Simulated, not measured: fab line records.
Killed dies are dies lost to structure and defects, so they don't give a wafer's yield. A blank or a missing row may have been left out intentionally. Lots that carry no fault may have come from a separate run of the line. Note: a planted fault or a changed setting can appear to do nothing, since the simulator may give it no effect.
Matching of chambers | flow nand_harc | 4 sister chambers for NHARC_A_STAIRCASE_TRIM_229 on rie_diel-10
The step chemistry O2, time 211.2 s. 22 wafers are shown with their chamber, then 11 later ones without.

## EACH WAFER AND ITS CHAMBER
wafer  | chamber | drypump_motor_current_A (A) | oes_product_au (a.u.) | throttle_valve_pct (%)
L074.4 | 0       | 5.82                        | 0.999                 | 17.043
L074.5 | 1       | 5.62                        | 0.984                 | 17.028
L074.6 | 2       | 5.19                        | 1.004                 | 17.033
L077.2 | 1       | 5.62                        | 0.995                 | 17.024
L077.3 | 2       | 5.23                        | 1.009                 | 17.043
L077.5 | 2       | 5.20                        | 1.002                 | 17.040
L077.1 | 0       | 5.86                        | 1.003                 | 17.046
L077.4 | 3       | 6.02                        | 1.018                 | 17.035
L077.6 | 3       | 6.01                        | 1.018                 | 17.023
L079.1 | 0       | 5.83                        | 0.986                 | 17.038
L079.3 | 3       | 6.02                        | 1.013                 | 17.046
L079.5 | 3       | 6.02                        | 1.013                 | 17.048
L081.1 | 0       | 5.85                        | 1.002                 | 17.048
L081.3 | 2       | 5.16                        | 0.992                 | 17.037
L081.5 | 0       | 5.82                        | 1.004                 | 17.052
L083.1 | 2       | 5.20                        | 1.009                 | 17.043
L083.2 | 3       | 6.03                        | 1.005                 | 17.027
L083.4 | 0       | 5.83                        | 1.004                 | 17.040
L082.2 | 0       | 5.82                        | 0.996                 | 17.060
L082.4 | 1       | 5.63                        | 1.002                 | 17.030
L082.5 | 2       | 5.20                        | 0.993                 | 17.033
L084.2 | 1       | 5.63                        | 1.003                 | 17.038

SIGNATURES (means of the wafers above)
reading                 | chamber 0 | chamber 1 | chamber 2 | chamber 3 | scatter within a chamber
drypump_motor_current_A | 5.8329    | 5.6250    | 5.1967    | 6.0200    | 0.0156
oes_product_au          | 0.99914   | 0.99600   | 1.00150   | 1.01340   | 0.00698
throttle_valve_pct      | 17.04671  | 17.03000  | 17.03817  | 17.03580  | 0.00762
Rule: distance of a wafer from a chamber = root of the sum over the readings of ((wafer's reading minus chamber's mean) / reading's scatter) squared. If the next closest chamber is less than 2 further off than the closest, the wafer can't be placed; otherwise it belongs to the closest. The scatter: take each reading less its chamber's mean, square it, sum over the shown wafers, divide by the number of wafers less the number of chambers, and take the root.

## WAFERS WHOSE CHAMBER IS MISSING
wafer  | drypump_motor_current_A (A) | oes_product_au (a.u.) | throttle_valve_pct (%)
L084.5 | 5.84                        | 0.988                 | 17.027
L084.6 | 5.64                        | 1.004                 | 17.030
L087.1 | 5.82                        | 0.998                 | 17.030
L087.5 | 5.82                        | 0.998                 | 17.023
L087.6 | 6.01                        | 0.997                 | 17.039
L093.2 | 5.23                        | 0.995                 | 17.045
L093.5 | 5.23                        | 1.010                 | 17.039
L093.6 | 5.62                        | 0.999                 | 17.038
L094.2 | 5.66                        | 1.006                 | 17.045
L094.4 | 6.00                        | 0.995                 | 17.034
L094.5 | 5.21                        | 1.000                 | 17.023

## CHAMBER TAKEN BY EACH
wafer  | from the rows above | in truth
L084.5 | 0                   | 0
L084.6 | 1                   | 1
L087.1 | 0                   | 0
L087.5 | 0                   | 0
L087.6 | 3                   | 3
L093.2 | 2                   | 2
L093.5 | 2                   | 2
L093.6 | 1                   | 1
L094.2 | 1                   | 1
L094.4 | 3                   | 3
L094.5 | 2                   | 2
Correctly placed: 11 of 11. Not placeable from these rows: 0. 0 placed wrongly.
